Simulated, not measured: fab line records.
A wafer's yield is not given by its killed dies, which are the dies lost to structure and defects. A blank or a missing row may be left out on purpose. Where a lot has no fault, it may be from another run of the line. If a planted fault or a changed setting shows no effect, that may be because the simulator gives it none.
Comparing a struck lot with a sound one ; flow nand-harc ; 35 steps out of a route of 1159
Sound: these wafers, L587.3, L587.5, L587.6. Wafers L600.2, L600.3, L600.6 were the ones struck. The cause is named last.
Order at every step that has rows: each side's tool, ch and its chambers, its first start. Under that, the readings that differ: sound wafers ; struck wafers ; difference of the means ; sigmas: that difference in standard deviations of wafers without a fault.
alike: readings whose means differ by less than 2 such deviations, and words and numbers that are the same on both sides. not compared: withheld readings, readings that some wafer has no value for, bounds like >300 that may hide the same value, and numbers for which the record gives no deviation and whose values overlap.
A row with sigmas, a row that says differs or no value, or rows on one side alone: a step with any of these is where the two part. Non-overlapping numbers with no deviation appear without sigmas and do not part them. A reading missing from all wafers of one side parts the sides only when that side holds two or more wafers.

first, 2 steps without rows for these wafers: NHARC_A_SLIT_PRECLEAN_19 (cleans in SC1); NHARC_A_SLIT_SRD_20.
NHARC_A_SLIT_CD_MEAS_21:
  sound on cd-sem-01, day 15 00:55; struck on cd-sem-03, day 17 20:04
  alike: cd-nm
then, 3 steps without rows for these wafers: NHARC_A_SIN_REMOVE_WET_00 (chemistry H3PO4, time 15300 s); NHARC_A_SIN_REMOVE_PRECLEAN_01 (cleans in SC1); NHARC_A_SIN_REMOVE_SRD_02.
NHARC_A_SIN_REMOVE_INSPECT_04:
  sound on defect-inspect-02, day 15 08:32; struck on defect-inspect-02, day 18 02:02
  alike: raw-defect-count
then, 1 step without rows for these wafers: NHARC_A_WL_FILL_ALD_00 (deposits Al2O3, target thk 3 nm, pulse time 3 s, ald cycles 30).
NHARC_A_WL_FILL_RTA_01: time 5 s.
  sound on rtp-anneal-02 ch 0, day 15 09:44; struck on rtp-anneal-01 ch 0, day 18 02:34
reading;sound;struck;difference;sigmas
lamp-power-pct (%);35 35 35;28 28 28;-7;-2
lamp_zone_1_pct (%);35 35 35;28 28 28;-7;-2
lamp_zone_2_pct (%);35 35 35;28 28 28;-7;-2
  alike: wafer_temp_C_max
then, 1 step without rows for these wafers: NHARC_A_WL_FILL_ALD_02 (deposits TiN, target thk 2 nm, pulse time 3 s, ald cycles 100).
NHARC_A_WL_FILL_CVD_03: deposits W, target thk 40 nm, time 3302 s.
  sound on cvd-w-02 ch 0,1, day 15 17:10; struck on cvd-w-02 ch 0,1, day 18 11:11
  alike: chamber-pressure-Torr, heater-power-w, throttle-valve-pct
NHARC_A_WL_FILL_ETCHBACK_04: etches the open film in NF3, target depth 60 nm, time 120 s.
  sound on rie-metal-01 ch 0,1, day 15 19:11; struck on rie-metal-01 ch 0,1, day 18 14:04
  alike: drypump-motor-current-A, oes-product-au
  not compared: rf-hours-counter-h
then, 6 steps without rows for these wafers: NHARC_A_WL_FILL_ETCHBACK_05 (etches the open film in Cl2/BCl3, target depth 22 nm, time 60 s); NHARC_A_WL_FILL_STRIP_27 (strips in N2/H2, time 20 s); NHARC_A_WL_FILL_STRIP_28 (strips in post etch residue remover, time 1200 s); NHARC_A_WL_FILL_PRECLEAN_06 (cleans in DIW, time 300 s); NHARC_A_WL_FILL_SRD_07; NHARC_A_WL_FILL_ANNEAL_08 (time 1800 s).
NHARC_A_WL_FILL_ALD_10: deposits SiO2, target thk 50 nm, pulse time 10 s, ald cycles 500.
  sound on ald-hk-04 ch 0,2,3, day 16 04:20; struck on ald-hk-03 ch 0,2, day 18 21:11
  alike: heater-power-w, precursor-pulse-height-rel
then, 1 step without rows for these wafers: NHARC_A_WL_FILL_ETCHBACK_16 (etches the open film in C4F8/O2/Ar, target depth 88 nm, time 17.6 s).
NHARC_A_WL_FILL_STRIP_29: strips in O2, time 20 s.
  sound on rie-diel-03 ch 0,3, day 16 07:32; struck on rie-diel-13 ch 0,1,3, day 19 03:59
  alike: drypump-motor-current-A, o2-flow-sccm, oes-product-au, rf-vpp-V, showerhead-plenum-p-Torr, throttle-valve-pct
  not compared: rf-hours-counter-h
then, 4 steps without rows for these wafers: NHARC_A_WL_FILL_ETCHBACK_17 (etches the open film in Cl2/BCl3, target depth 4 nm, time 26.7 s); NHARC_A_WL_FILL_PRECLEAN_18 (cleans in dHF, time 30 s); NHARC_A_WL_FILL_SRD_21; NHARC_A_WL_FILL_CVD_23 (deposits poly-Si, target thk 40 nm, time 800 s).
NHARC_A_WL_FILL_ETCHBACK_26: etches the open film in HBr, target depth 52 nm, time 13.3 s.
  sound on rie-si-01 ch 0,3, day 16 12:46; struck on rie-si-05 ch 1,2,3, day 19 09:29
  alike: drypump-motor-current-A, oes-product-au, rf-fwd-power-W, throttle-valve-pct
  not compared: rf-hours-counter-h
then, 8 steps without rows for these wafers: NHARC_A_WL_FILL_PRECLEAN_30 (cleans in dHF, time 10 s); NHARC_A_WL_FILL_SRD_14; NHARC_A_WL_FILL_ALD_19 (deposits TiN, target thk 2 nm, pulse time 3 s, ald cycles 100); NHARC_A_WL_FILL_CVD_20 (deposits W, target thk 75 nm, time 5064 s); NHARC_A_WL_FILL_CMP_12 (polishes, t overpolish 30 s, target thk 75 nm); NHARC_A_WL_FILL_SRD_31; NHARC_A_CONTACT_DEP_24 (deposits SiO2, target thk 500 nm); NHARC_A_CONTACT_DEP_28 (deposits aC, target thk 3600 nm).
-- break in the record here, with 4 days between the starts of the struck wafers on either side (left off in module A_CONTACT, picked up again in module END, where the first step shown is number 1159 on the route) --
NHARC_END_SORT_01:
  here the record holds rows for the struck wafers (prober-02 ch 0, day 23 12:23) but none for the sound ones

WHERE THEY PART
At NHARC_A_WL_FILL_RTA_01 first; at NHARC_END_SORT_01 last (within this record only).

WHY: what the simulator had put in
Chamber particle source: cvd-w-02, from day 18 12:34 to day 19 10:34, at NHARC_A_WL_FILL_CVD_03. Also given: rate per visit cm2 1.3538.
